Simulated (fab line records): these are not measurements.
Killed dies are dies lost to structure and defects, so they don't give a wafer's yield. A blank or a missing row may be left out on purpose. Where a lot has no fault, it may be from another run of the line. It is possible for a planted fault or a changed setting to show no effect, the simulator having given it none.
A lot that was struck, set against a sound lot -- flow nandHarc -- 14 steps out of a route of 1302
Sound: these wafers, L623.4, L623.5, L623.6. Struck: wafers L627.1, L627.4, L627.6. Last of all comes the cause.
For every step that has rows: the tool of each side, followed by ch and its chambers, followed by its first start. Under that, the readings that differ: sound wafers -- struck wafers -- difference of the means -- sigmas: that difference in standard deviations of wafers without a fault.
alike: readings with means less than 2 such deviations apart, plus words and numbers identical on both sides. not compared: withheld readings, readings lacking a value on some wafer, bounds such as >300 that could conceal the same value, and numbers that have no deviation in the record and whose values overlap.
Wherever a step has rows on one side only, a row that says differs or no value, or a row with sigmas, the two part there. When numbers do not overlap yet have no deviation, they are printed without sigmas and do not part them. A reading that every wafer of one side lacks parts them only if that side has two wafers or more.

NHARC_P_BONDPAD_CD_MEAS_09: the cd target is 500 nm.
  sound on cdSem-01 ch 0, day 6 19:56; struck on cdSem-03 ch 0, day 8 15:14
  alike: cdNm
NHARC_P_BONDPAD_OVL_MEAS_38:
  sound on overlay-02 at day 6 20:01; struck on overlay-01 at day 8 15:19
  alike: overlayXNm, overlayYNm
then, 1 step without rows for these wafers: NHARC_P_BONDPAD_HARDBAKE_10 (time 65 s).
NHARC_P_BONDPAD_DESCUM_11: chemistry O2, time 3 s.
  sound on rieDiel-11 ch 0,1, day 6 20:08; struck on rieDiel-02 ch 1,3, day 8 15:27
  alike: drypumpMotorCurrentA, o2FlowSccm, oesProductAu, rfVppV, showerheadPlenumPTorr, throttleValvePct
  not compared: rfHoursCounterH
then, 1 step without rows for these wafers: NHARC_P_BONDPAD_ETCH_37 (etches the open film in N2/H2, target depth 60 nm, overetch 18 nm, time 65.91 s).
NHARC_P_BONDPAD_ETCH_12: etches the open film in CHF3/O2, target depth 200 nm, time 100 s.
  sound on rieDiel-11 ch 0,1,3; struck on rieDiel-02 ch 2,3
  alike: drypumpMotorCurrentA, o2FlowSccm, oesProductAu, rfVppV, showerheadPlenumPTorr, throttleValvePct
  not compared: rfHoursCounterH
NHARC_P_BONDPAD_CD_MEAS_13:
  sound on cdSem-01 at day 6 20:28; struck on cdSem-02 at day 8 15:50
  alike: cdNm
NHARC_P_BONDPAD_STRIP_15: strips in O2.
  sound on rieDiel-02 ch 0,2,3, day 6 20:35; struck on rieDiel-11 ch 0,2,3, day 8 15:55
  alike: drypumpMotorCurrentA, o2FlowSccm, oesProductAu, rfVppV, showerheadPlenumPTorr, throttleValvePct
  not compared: rfHoursCounterH
NHARC_P_BONDPAD_ETCH_24: etches the open film in CF4/N2, target depth 30 nm, time 72.99 s.
  sound on rieDiel-02 ch 0,2,3, day 6 20:44; struck on rieDiel-11 ch 1,3
  alike: cf4FlowSccm, drypumpMotorCurrentA, oesProductAu, rfVppV, showerheadPlenumPTorr, throttleValvePct
  not compared: rfHoursCounterH
then, 3 steps without rows for these wafers: NHARC_P_BONDPAD_STRIP_16 (strips in post etch residue remover, time 600 s); NHARC_P_BONDPAD_DEGAS_25 (time 60 s); NHARC_P_BONDPAD_PRE_CLEAN_26 (time 30 s).
NHARC_P_BONDPAD_PVD_17: deposits TaN, target thk 5 nm, time 8.06 s.
  sound on pvdSputter-03 at day 6 21:14; struck on pvdSputter-01 at day 8 16:35
  no value came back on the struck wafers for biasV (V), cathodeDcPowerW (W), chamberPressurePa (Pa), throttleValvePct (%); on the sound wafers biasV (V) reads 170.8 169.2 170.9
NHARC_P_BONDPAD_PVD_27: deposits Cu, target thk 30 nm, time 20.49 s.
  sound on pvdSputter-03; struck on pvdSputter-01
  alike: cathodeDcPowerW, chamberPressurePa, throttleValvePct

WHERE THEY PART
Within this record, at NHARC_P_BONDPAD_PVD_17 only. Later steps at which nothing parts them and some readings are alike: NHARC_P_BONDPAD_PVD_27.

WHY: whatever the simulator had introduced
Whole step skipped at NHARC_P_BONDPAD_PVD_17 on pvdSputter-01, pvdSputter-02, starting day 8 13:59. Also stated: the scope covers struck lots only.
